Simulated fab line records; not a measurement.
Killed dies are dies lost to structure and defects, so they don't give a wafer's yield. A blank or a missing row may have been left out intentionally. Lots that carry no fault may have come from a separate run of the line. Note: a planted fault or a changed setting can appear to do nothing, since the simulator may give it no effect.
Matching of chambers ; flow n5Finfet ; rieDiel-03 running N5_BEOL_M1_STRIP_36: 4 sister chambers
The step strips in N2/H2. 4 wafers are shown with their chamber, then 9 later ones without.

EACH WAFER AND ITS CHAMBER
wafer;chamber;drypumpMotorCurrentA (A)
L086.5;0;5.3
L086.6;3;6.6
L089.4;1;4.8
L089.6;2;5.7

WAFERS WHOSE CHAMBER IS MISSING
wafer;drypumpMotorCurrentA (A)
L091.1;6.6
L091.2;5.3
L091.6;4.8
L095.1;6.7
L095.4;4.8
L095.5;5.7
L097.1;4.8
L097.2;5.3
L097.6;6.6

CHAMBER TAKEN BY EACH
wafer;from the rows above;in truth
L091.1;3;3
L091.2;0;0
L091.6;1;1
L095.1;3;3
L095.4;1;1
L095.5;2;2
L097.1;1;1
L097.2;0;0
L097.6;3;3
9 of 9 placed correctly. Number that these rows cannot place: 0. 0 placed wrongly.
How it was worked out, from the rows above alone: a wafer's distance from a chamber is the root of the sum, over the readings, of the square of ((its reading less the chamber's mean) divided by the reading's scatter). The wafer belongs to the nearest chamber; if the next one is less than 2 further off, it can't be placed. The mean given for a chamber averages the wafers shown for that chamber. The scatter (one wafer shown for each chamber): square how far every hidden wafer sits from the nearest shown wafer, average those squares and take the square root.
